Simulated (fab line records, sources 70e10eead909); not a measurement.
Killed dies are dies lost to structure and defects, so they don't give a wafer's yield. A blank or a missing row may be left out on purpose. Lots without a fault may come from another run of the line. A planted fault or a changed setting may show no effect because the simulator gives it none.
fab line records | flow nand_harc
record lots=7 wafers=21 last_day=33
route steps=1302 shown A_STAIRCASE@888 A_SGD_CUT@890
lots that met no fault: from a run of the same line without faults
start_h: hours from the record's first day to the start of the lot's first wafer shown | wait_h: hours since the lot's step before | " the same as in the row above | L1.1+2: a row that stands for several wafers | - no value, or no start given | * or withheld: withheld | < > ~ a bound
route shown NAME@n: a module of which the file shows steps, and the number in the route of the first | usual: mean/standard deviation of fault-free wafers | same: alike in all rows | chamber/n: place in a boat | sites: the reading at each site | _std_site: their standard deviation | _edge_site: outer sites' mean less inner sites' | radius_mm: how far each site lies from the wafer's centre | mask NAME#n: copy n | behind: the tool/chamber that last shaped the wafer | hold: why the lot was held/for how many hours/how that ended | device: the transistor (n, p or np) that didn't switch | end of line: the same wafers' tests at the end of the route | a step without rows: its recipe alone | killed: dies lost to structure and defects at the first sort, not the wafer's yield | map: a wafer's dies, x killed, . not, _ none there
set.NAME: the setting as run; set.NAME@STEP: as run at that earlier step | model.NAME: the simulator's own value behind a step, which no gauge read
lots at some steps of the route; a table a step, a row a wafer
services: from which hour (start_h, from the record's first day; less than 0 if before it) a tool's chamber was out of use, for how many hours, and why
## steps
# step NHARC_A_STAIRCASE_SRD_474
# step NHARC_A_STAIRCASE_INSPECT_155
# usual raw_defect_count=409/130
# columns lot.wafer tool chamber start_h wait_h raw_defect_count
L615.1 defect_inspect-01 - 457.01 0.1 322
L615.5 " - " " 312
L615.6 " - " " 305
L617.1 defect_inspect-02 - 471.54 0.1 564
L617.5 " - " " 498
L617.6 " - " " 554
L616.2 defect_inspect-01 - 472.39 0.1 321
L616.3 " - " " 384
L616.4 " - " " 252
L618.1 defect_inspect-02 - 493.68 0.1 729
L618.2 " - " " 442
L618.4 " - " " 418
L625.1 defect_inspect-01 - 552.64 0.1 356
L625.5 " - " " 508
L625.6 " - " " 462
L626.1 defect_inspect-02 - 557.11 0.1 519
L626.4 " - " " 514
L626.5 " - " " 477
L636.1 defect_inspect-02 - 667.87 0.1 276
L636.5 " - " " 279
L636.6 " - " " 336
# step NHARC_A_SGD_CUT_DEP_00
# recipe target_thk_a=500 temp_c=400 target_thk_nm=50 flow_sccm=200 rf_w=450 material=SiNx
# usual heater_power_w=710/90
# columns lot.wafer tool chamber start_h wait_h heater_power_w since_wet_clean_h
L615.1 pecvd-01 2 457.08 0.1 760 131
L615.5 " 2 " " 759 -
L615.6 " 1 " " 547 -
L617.1 pecvd-01 0 471.60 0.1 643 145
L617.6 " 1 " " 557 -
L617.5 " 2 " " 825 -
L616.3 pecvd-02 1 472.49 0.1 628 51
L616.2 " 2 " " 841 51
L616.4 " 1 " " 655 -
L618.2 pecvd-03 2 493.98 0.3 671 114
L618.1 " 0 " " 706 114
L618.4 " 2 " " 675 -
L625.1 pecvd-02 0 552.74 0.1 734 132
L625.6 " 0 " " 734 -
L625.5 " 1 " " 680 -
L626.1 pecvd-01 0 557.21 0.1 678 50
L626.5 " 2 " " 858 -
L626.4 " 1 " " 599 -
L636.1 pecvd-02 2 667.93 0.1 793 66
L636.5 " 2 " " 652 -
L636.6 " 0 " " 797 -
# step NHARC_A_SGD_CUT_DEHYDRATE_01
# recipe temp_c=150 time_s=120
# step NHARC_A_SGD_CUT_HMDS_02
# recipe time_s=30
# step NHARC_A_SGD_CUT_COAT_56
# recipe temp_c=260 time_s=75
# step NHARC_A_SGD_CUT_COAT_57
# recipe temp_c=225 time_s=65
# step NHARC_A_SGD_CUT_COAT_03
# recipe spin_rpm=1500 resist_thk_nm=90
# step NHARC_A_SGD_CUT_SOFTBAKE_04
# recipe temp_c=105 time_s=55
# step NHARC_A_SGD_CUT_EBR_05
# step NHARC_A_SGD_CUT_EXPOSE_06
# recipe na=1.35 dose_mj=85.59 mask_id=SGD
# step NHARC_A_SGD_CUT_PEB_07
# recipe peb_temp_c=100 peb_time_s=65
# usual chill_plate_temp_C=23.02/0.1 exhaust_pa=45.3/0.93 plate_temp_C=100.00/0.12
# columns lot.wafer tool chamber start_h wait_h chill_plate_temp_C exhaust_pa plate_temp_C
L615.1 litho_track-06 0 457.59 0.1 23.19 46.6 99.62
L615.5 " 0 " " 23.20 45.7 99.93
L615.6 " 0 " " 22.96 45.5 99.99
L617.1 litho_track-01 - 472.24 0.1 - - -
L617.5 " - " " - - -
L617.6 " - " " - - -
L616.2 litho_track-04 - 473.10 0.1 - - -
L616.3 " - " " - - -
L616.4 " - " " - - -
L618.1 litho_track-01 - 494.50 0.1 - - -
L618.2 " - " " - - -
L618.4 " - " " - - -
L625.1 litho_track-01 0 553.35 0.1 23.05 44.1 100.06
L625.5 " 0 " " 23.04 45.9 100.12
L625.6 " 0 " " 23.15 45.4 100.27
L626.1 litho_track-01 0 557.70 0.1 23.03 46.2 99.99
L626.4 " 0 " " 23.00 45.5 99.87
L626.5 " 0 " " 22.99 45.4 99.91
L636.1 litho_track-04 0 668.58 0.1 22.99 45.1 99.96
L636.5 " 0 " " 22.92 45.3 99.96
L636.6 " 0 " " 22.91 46.4 100.06
# step NHARC_A_SGD_CUT_DEVELOP_08
# recipe develop_time_s=35 dev_temp_c=23
## services
# columns tool chamber start_h hours kind
pecvd-03 - 457.40 0.9 repair
pecvd-01 - 482.79 0.5 repair
pecvd-02 1 488.18 8.6 repair
pecvd-01 - 494.35 13.0 pm
pecvd-01 0 494.35 13.0 vent_cycle
pecvd-01 1 494.35 13.0 vent_cycle
pecvd-01 2 494.35 13.0 vent_cycle
litho_track-01 - 505.00 7.0 pm
pecvd-01 0 507.35 - clean
pecvd-01 1 507.35 - clean
pecvd-01 2 507.35 - clean
pecvd-03 2 515.29 18.8 repair
pecvd-03 - 519.51 0.9 repair
litho_track-06 - 529.00 7.0 pm
pecvd-03 - 547.62 13.0 pm
litho_track-04 - 553.00 7.0 pm
pecvd-01 - 557.62 0.6 repair
pecvd-02 - 589.18 13.0 pm
pecvd-02 0 589.18 13.0 vent_cycle
pecvd-02 1 589.18 13.0 vent_cycle
pecvd-02 2 589.18 13.0 vent_cycle
pecvd-01 - 592.34 0.9 repair
pecvd-01 - 643.81 3.0 repair
pecvd-02 - 646.95 0.6 repair
## key
first_sign step=NHARC_A_SGD_CUT_PEB_07 reading=tool_record direction=missing
effect none on later readings
met_at NHARC_A_SGD_CUT_PEB_07
struck_wafers L616.2,L616.3,L616.4,L617.1,L617.5,L617.6,L618.1,L618.2,L618.4
later_rows_left_out L616.2,L616.3,L616.4,L617.1,L617.5,L617.6,L618.1,L618.2,L618.4
sort_left_out L616.2,L616.3,L616.4,L617.1,L617.5,L617.6,L618.1,L618.2,L618.4
tester_left_out L616,L617,L618
fault kind=skipped_step_whole tool=litho_track-01,litho_track-04 chamber=- onset_h=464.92 steps=NHARC_A_SGD_CUT_PEB_07 scope=struck_lots_only
# tester_left_out: of these lots the tester's yield and bins aren't shown, on N5 and GAA mostly nor the transistor test; their killed dies are dies lost to structure and defects alone, not to doping, threshold or leakage, so they don't give the yield
# sort_left_out: the simulated sort isn't trusted on such a fault, so these wafers' sort isn't shown, and their yield isn't known
# later_rows_left_out: the simulator's readings of these wafers behind a module that went badly wrong aren't trusted and aren't shown, but for the sort
